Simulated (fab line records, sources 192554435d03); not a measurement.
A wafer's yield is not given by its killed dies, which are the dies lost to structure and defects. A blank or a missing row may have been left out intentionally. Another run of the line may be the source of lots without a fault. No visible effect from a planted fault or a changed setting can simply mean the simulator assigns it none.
Chamber matching | flow n5 finfet | N5_HKMG_FIN_ETCH_32 on rie diel-03 has 4 sister chambers
The step etches SOC in N2/H2, target depth 240 nm, time 300 s. 8 wafers are shown with their chamber, then 8 later ones without.

== WAFERS PAIRED WITH THEIR CHAMBERS ==
wafer  | chamber | throttle valve pct (%) | rf vpp V (V)
L076.2 | 3       | 17.88                  | 521.1
L076.5 | 1       | 18.23                  | 519.4
L080.4 | 2       | 17.52                  | 522.9
L080.5 | 0       | 17.85                  | 524.9
L081.1 | 3       | 17.40                  | 528.9
L081.2 | 0       | 17.87                  | 526.1
L081.3 | 1       | 18.25                  | 520.3
L081.4 | 2       | 17.51                  | 521.8

== WAFERS WHOSE CHAMBER IS MISSING ==
wafer  | throttle valve pct (%) | rf vpp V (V)
L081.5 | 17.40                  | 526.6
L081.6 | 17.54                  | 521.9
L083.2 | 17.85                  | 525.3
L083.5 | 17.41                  | 527.8
L083.6 | 17.54                  | 522.4
L084.3 | 17.53                  | 521.3
L084.5 | 17.86                  | 525.0
L084.6 | 17.39                  | 528.4

== WHICH CHAMBER EACH WENT THROUGH ==
wafer  | from the rows above          | in truth
L081.5 | can't be placed: 3 or 2 or 0 | 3
L081.6 | can't be placed: 2 or 3      | 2
L083.2 | can't be placed: 0 or 3      | 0
L083.5 | can't be placed: 3 or 2 or 0 | 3
L083.6 | can't be placed: 2 or 3      | 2
L084.3 | can't be placed: 2 or 3      | 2
L084.5 | can't be placed: 0 or 3      | 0
L084.6 | can't be placed: 3 or 2 or 0 | 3
0 of 8 placed correctly. Can't be placed from these rows: 8 (the true chamber is among the candidates in 8). 0 placed wrongly.
How it was worked out, from the rows above alone: a wafer's distance from a chamber is the root of the sum, over the readings, of the square of ((its reading less the chamber's mean) divided by the reading's scatter). The wafer belongs to the nearest chamber; if the next one is less than 2 further off, it can't be placed. Each chamber's mean is taken over the wafers shown for it. The scatter: the root of (the sum of the squares of (reading less its chamber's mean) over the shown wafers, divided by (wafers less chambers)).
